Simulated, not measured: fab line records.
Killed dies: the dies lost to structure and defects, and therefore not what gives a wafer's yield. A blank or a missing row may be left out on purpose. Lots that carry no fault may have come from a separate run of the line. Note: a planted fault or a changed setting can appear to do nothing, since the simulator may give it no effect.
Chamber matching ; flow nand_harc ; NHARC_A_STAIRCASE_TRIM_187 on rie_diel-04 has 4 sister chambers
The step chemistry O2, time 211.2 s. 14 wafers are shown with their chamber, then 7 later ones without.

WAFERS, EACH WITH ITS CHAMBER
wafer;chamber;showerhead_plenum_p_Torr (Torr);drypump_motor_current_A (A);throttle_valve_pct (%)
L079.1;3;3.57;6.2;17.039
L079.2;0;3.40;5.6;17.035
L079.6;1;3.46;5.9;17.045
L078.2;1;3.46;5.9;17.048
L078.3;0;3.40;5.6;17.038
L078.4;3;3.57;6.2;17.016
L083.3;1;3.45;5.8;17.037
L083.5;1;3.45;5.8;17.045
L083.6;2;3.34;5.1;17.023
L087.1;2;3.34;5.2;17.036
L087.2;0;3.39;5.7;17.033
L087.5;3;3.56;6.2;17.041
L087.3;3;3.56;6.2;17.044
L087.4;1;3.45;5.9;17.040

SIGNATURES (means of the wafers above)
reading;chamber 0;chamber 1;chamber 2;chamber 3;scatter within a chamber
showerhead_plenum_p_Torr;3.3967;3.4540;3.3400;3.5650;0.00535
drypump_motor_current_A;5.633;5.860;5.150;6.200;0.0486
throttle_valve_pct;17.03533;17.04300;17.02950;17.03500;0.00818
Rule: distance of a wafer from a chamber = root of the sum over the readings of ((wafer's reading minus chamber's mean) / reading's scatter) squared. The wafer belongs to the nearest chamber; if the next one is less than 2 further off, it can't be placed. The scatter: take each reading less its chamber's mean, square it, sum over the shown wafers, divide by the number of wafers less the number of chambers, and take the root.

WAFERS WITHOUT THEIR CHAMBER
wafer;showerhead_plenum_p_Torr (Torr);drypump_motor_current_A (A);throttle_valve_pct (%)
L087.6;3.34;5.1;17.036
L088.3;3.56;6.2;17.038
L088.4;3.38;5.6;17.042
L088.6;3.38;5.6;17.033
L090.3;3.33;5.1;17.028
L090.4;3.55;6.2;17.040
L090.5;3.33;5.1;17.039

CHAMBER TAKEN BY EACH
wafer;from the rows above;in truth
L087.6;2;2
L088.3;3;3
L088.4;0;0
L088.6;0;0
L090.3;2;2
L090.4;3;3
L090.5;2;2
7 of 7 placed correctly. Left unplaced by these rows: 0. Number placed wrongly: 0.
